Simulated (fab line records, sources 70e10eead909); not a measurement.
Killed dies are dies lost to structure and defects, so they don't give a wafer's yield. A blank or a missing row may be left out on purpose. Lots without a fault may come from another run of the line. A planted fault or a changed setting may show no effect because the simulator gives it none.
A struck lot beside a sound one | flow nand_harc | 19 steps out of a route of 1302
Sound: wafers L593.1, L593.3, L593.6. Struck: wafers L603.1, L603.4, L603.6. The cause comes at the end.
At each step with rows: each side's tool, then ch and its chambers, then its first start. Under that, the readings that differ: sound wafers | struck wafers | difference of the means | sigmas: that difference in standard deviations of wafers without a fault.
alike: readings whose means differ by less than 2 such deviations, and words and numbers that are the same on both sides. not compared: withheld readings, readings that some wafer has no value for, bounds like >300 that may hide the same value, and numbers for which the record gives no deviation and whose values overlap.
The two part at a step that has a row with sigmas, a row that says differs or no value, or rows on one side only. Numbers that don't overlap but have no deviation are shown without sigmas and don't part them. A reading that every wafer of one side lacks parts them only if that side has two wafers or more.

first, 7 steps without rows for these wafers: NHARC_THIN_TSV_HMDS_26 (time 30 s); NHARC_THIN_TSV_COAT_27; NHARC_THIN_TSV_SOFTBAKE_28 (time 95 s); NHARC_THIN_TSV_EBR_29; NHARC_THIN_TSV_EXPOSE_30 (exposes mask PAD); NHARC_THIN_TSV_PEB_31 (peb time 85 s); NHARC_THIN_TSV_DEVELOP_32 (time 70 s).
NHARC_THIN_TSV_CD_MEAS_33: target cd 5000 nm.
  sound on cd_sem-01 ch 0, day 27 16:30; struck on cd_sem-01 ch 0, day 31 22:50
  alike: cd_nm
then, 1 step without rows for these wafers: NHARC_THIN_TSV_HARDBAKE_34 (time 80 s).
NHARC_THIN_TSV_DESCUM_35: chemistry O2, time 3 s.
  sound on rie_diel-07 ch 0,1,2, day 27 16:40; struck on rie_diel-07 ch 0,2,3, day 31 23:00
  alike: drypump_motor_current_A, oes_product_au, rf_vpp_V, showerhead_plenum_p_Torr, throttle_valve_pct
  not compared: rf_hours_counter_h
NHARC_THIN_TSV_ETCH_59: etches the open film in Cl2/BCl3, target depth 880 nm, time 138.1 s.
  sound on rie_metal-02 ch 0,1, day 27 16:50; struck on rie_metal-01 ch 0,1, day 31 23:07
  alike: drypump_motor_current_A, oes_product_au, throttle_valve_pct
  not compared: rf_hours_counter_h
NHARC_THIN_TSV_ETCH_36: etches the open film in Cl2/BCl3, target depth 65 nm, time 18.571 s.
  sound on rie_metal-02 ch 0,1, day 27 17:03; struck on rie_metal-01 ch 0,1, day 31 23:23
  alike: drypump_motor_current_A, oes_product_au
  not compared: rf_hours_counter_h
NHARC_THIN_TSV_STRIP_56: strips in O2.
  sound on plasma_asher-01 ch 1, day 27 17:09; struck on plasma_asher-01 ch 0,1, day 31 23:29
  alike: drypump_motor_current_A, heater_power_w
  not compared: rf_hours_counter_h
then, 1 step without rows for these wafers: NHARC_THIN_TSV_STRIP_57 (strips in post etch residue remover, time 1200 s).
NHARC_THIN_TSV_CD_MEAS_37:
  sound on cd_sem-03, day 27 17:57; struck on cd_sem-03, day 32 00:16
  alike: cd_nm
then, 1 step without rows for these wafers: NHARC_THIN_TSV_ANNEAL_58 (time 1800 s).
NHARC_THIN_TSV_INSPECT_40:
  sound on defect_inspect-02, day 27 22:32; struck on defect_inspect-01, day 32 04:52
  reading          | sound       | struck         | difference | sigmas
  raw_defect_count | 555 633 656 | 1495 1352 1343 | +782       | +9
NHARC_END_WLT_00:
  sound on prober-02, day 27 22:36; struck on prober-01, day 32 04:55
  alike: VT_DECK1_BOTTOM, VT_DECK1_BOTTOM_INNER, VT_DECK1_MEDIAN_NEAR_BOTTOM, VT_DECK1_MEDIAN_NEAR_BOTTOM_INNER, VT_DECK1_MIDDLE, VT_DECK1_MIDDLE_INNER, VT_DECK1_TOP, VT_DECK1_TOP_INNER, VT_DECK2_BOTTOM, VT_DECK2_BOTTOM_INNER, VT_DECK2_MEDIAN_NEAR_BOTTOM, VT_DECK2_MEDIAN_NEAR_BOTTOM_INNER, VT_DECK2_MIDDLE, VT_DECK2_MIDDLE_INNER, VT_DECK2_TOP, VT_DECK2_TOP_INNER
NHARC_END_SORT_01:
  sound on prober-02 ch 0, day 28 01:36; struck on prober-01 ch 0, day 32 07:54
  reading                  | sound          | struck         | difference | sigmas
  defect_limited_yield (%) | 86.7 87.7 88.8 | 73.0 77.7 77.8 | -11.6      | -4
  killed_at_other          | 6 2 3          | 92 92 83       | +85        | +78
  killed_dies              | 90 83 76       | 183 151 150    | +78        | +4
  sort_bin_2_pct (%)       | 4.4 4.3 4.1    | 11.7 9.3 10.8  | +6.3       | +5
  sort_bin_3_pct (%)       | 0.9 0.9 1.2    | 5.6 3.7 4.1    | +3.5       | +9
  sort_n_pass              | 587 594 601    | 494 526 527    | -78        | -4
  sort_yield_pct (%)       | 86.7 87.7 88.8 | 73.0 77.7 77.8 | -11.6      | -4
  alike: killed_at_array, killed_at_periphery, killed_open, killed_short, sort_bin_4_pct, sort_rim_yield_pct

WHERE THEY PART
First at NHARC_THIN_TSV_INSPECT_40; last, within this record, at NHARC_END_SORT_01.

WHY: what the simulator had put in
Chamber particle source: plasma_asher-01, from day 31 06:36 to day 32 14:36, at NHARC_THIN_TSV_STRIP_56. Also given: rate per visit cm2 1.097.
